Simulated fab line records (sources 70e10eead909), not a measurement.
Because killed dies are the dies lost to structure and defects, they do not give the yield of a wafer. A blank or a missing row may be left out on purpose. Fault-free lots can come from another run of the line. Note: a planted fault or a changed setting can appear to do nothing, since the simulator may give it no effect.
Chamber matching -- flow nand-harc -- NHARC_A_CHANNEL_FILL_D1_ALD_14 on ald-hk-01: 4 sister chambers
The step deposits SiO2, target thk 2.5 nm, pulse time 10 s, ald cycles 25. 22 wafers are shown with their chamber, then 11 later ones without.

WAFERS PAIRED WITH THEIR CHAMBERS
wafer,chamber,heater-power-w (W),precursor-pulse-height-rel
L078.4,0,498,0.980
L078.5,3,500,1.013
L078.6,2,405,1.025
L079.3,2,396,0.980
L079.4,3,508,1.043
L079.6,2,405,0.985
L083.2,2,408,1.007
L083.3,0,506,1.032
L083.5,1,474,0.972
L086.2,3,527,0.974
L086.4,0,472,0.972
L086.6,3,515,0.980
L087.1,0,484,0.982
L087.2,2,398,0.982
L087.6,3,523,0.994
L087.3,1,455,0.997
L087.4,3,527,1.003
L087.5,2,392,1.033
L088.3,0,493,1.032
L088.5,2,397,1.024
L088.6,1,460,1.027
L093.3,3,533,0.979

SIGNATURES (means of the wafers above)
reading,chamber 0,chamber 1,chamber 2,chamber 3,scatter within a chamber
heater-power-w,490.60,463.00,400.14,519.00,10.3
precursor-pulse-height-rel,0.99960,0.99867,1.00514,0.99800,0.0255
Rule: distance of a wafer from a chamber = root of the sum over the readings of ((wafer's reading minus chamber's mean) / reading's scatter) squared. If the next closest chamber is less than 2 further off than the closest, the wafer can't be placed; otherwise it belongs to the closest. The scatter is the square root of a quotient: the sum, over the shown wafers, of each reading's squared deviation from its chamber's mean, divided by wafers minus chambers.

WAFERS WHOSE CHAMBER IS MISSING
wafer,heater-power-w (W),precursor-pulse-height-rel
L093.5,494,0.988
L093.6,466,0.960
L095.1,410,0.999
L095.4,485,1.019
L095.5,523,1.019
L096.4,522,1.041
L096.5,551,1.012
L096.6,493,0.970
L096.1,409,1.013
L096.2,463,1.013
L096.3,486,0.973

WHICH CHAMBER EACH ONE RAN IN
wafer,from the rows above,in truth
L093.5,can't be placed: 0 or 3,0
L093.6,can't be placed: 1 or 0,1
L095.1,2,2
L095.4,can't be placed: 0 or 1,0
L095.5,3,3
L096.4,can't be placed: 3 or 0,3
L096.5,3,3
L096.6,can't be placed: 0 or 3 or 1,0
L096.1,2,2
L096.2,1,1
L096.3,can't be placed: 0 or 1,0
Placed correctly: 5 of 11. Unplaceable from these rows: 6, with the true chamber sitting among the candidates in 6. Placed wrongly: 0.
